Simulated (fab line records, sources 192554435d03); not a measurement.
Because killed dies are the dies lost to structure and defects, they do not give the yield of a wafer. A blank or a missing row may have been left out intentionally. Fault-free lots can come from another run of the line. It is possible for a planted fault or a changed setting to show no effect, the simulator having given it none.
Matching of chambers || flow n5-finfet || N5_PASSIVATION_STRIP_34 on rie-diel-02 has 4 sister chambers
The step strips in O2. 4 wafers are shown with their chamber, then 6 later ones without.

## WAFERS, EACH WITH ITS CHAMBER
{"wafer": "L489.5", "chamber": 3, "drypump-motor-current-A (A)": 6.0}
{"wafer": "L493.5", "chamber": 0, "drypump-motor-current-A (A)": 5.0}
{"wafer": "L491.2", "chamber": 2, "drypump-motor-current-A (A)": 6.3}
{"wafer": "L491.6", "chamber": 1, "drypump-motor-current-A (A)": 5.5}

## WAFERS WHOSE CHAMBER IS MISSING
{"wafer": "L492.2", "drypump-motor-current-A (A)": 5.0}
{"wafer": "L492.5", "drypump-motor-current-A (A)": 5.5}
{"wafer": "L492.6", "drypump-motor-current-A (A)": 5.1}
{"wafer": "L495.1", "drypump-motor-current-A (A)": 5.0}
{"wafer": "L495.3", "drypump-motor-current-A (A)": 6.2}
{"wafer": "L495.4", "drypump-motor-current-A (A)": 5.5}

## WHICH CHAMBER EACH ONE RAN IN
{"wafer": "L492.2", "from the rows above": 0, "in truth": 0}
{"wafer": "L492.5", "from the rows above": 1, "in truth": 1}
{"wafer": "L492.6", "from the rows above": 0, "in truth": 0}
{"wafer": "L495.1", "from the rows above": 0, "in truth": 0}
{"wafer": "L495.3", "from the rows above": "can't be placed: 2 or 3", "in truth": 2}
{"wafer": "L495.4", "from the rows above": 1, "in truth": 1}
Correct placement for 5 of the 6. Cannot be placed on the basis of these rows: 1; the candidates contain the true chamber in 1. Placed wrongly: 0.
How it was worked out, from the rows above alone: a wafer's distance from a chamber is the root of the sum, over the readings, of the square of ((its reading less the chamber's mean) divided by the reading's scatter). If the next closest chamber is less than 2 further off than the closest, the wafer can't be placed; otherwise it belongs to the closest. For every chamber, the mean is computed from those of its wafers that are shown. The scatter: with one shown wafer a chamber, the root of the mean of the squares of how far each hidden wafer lies from its nearest shown one.
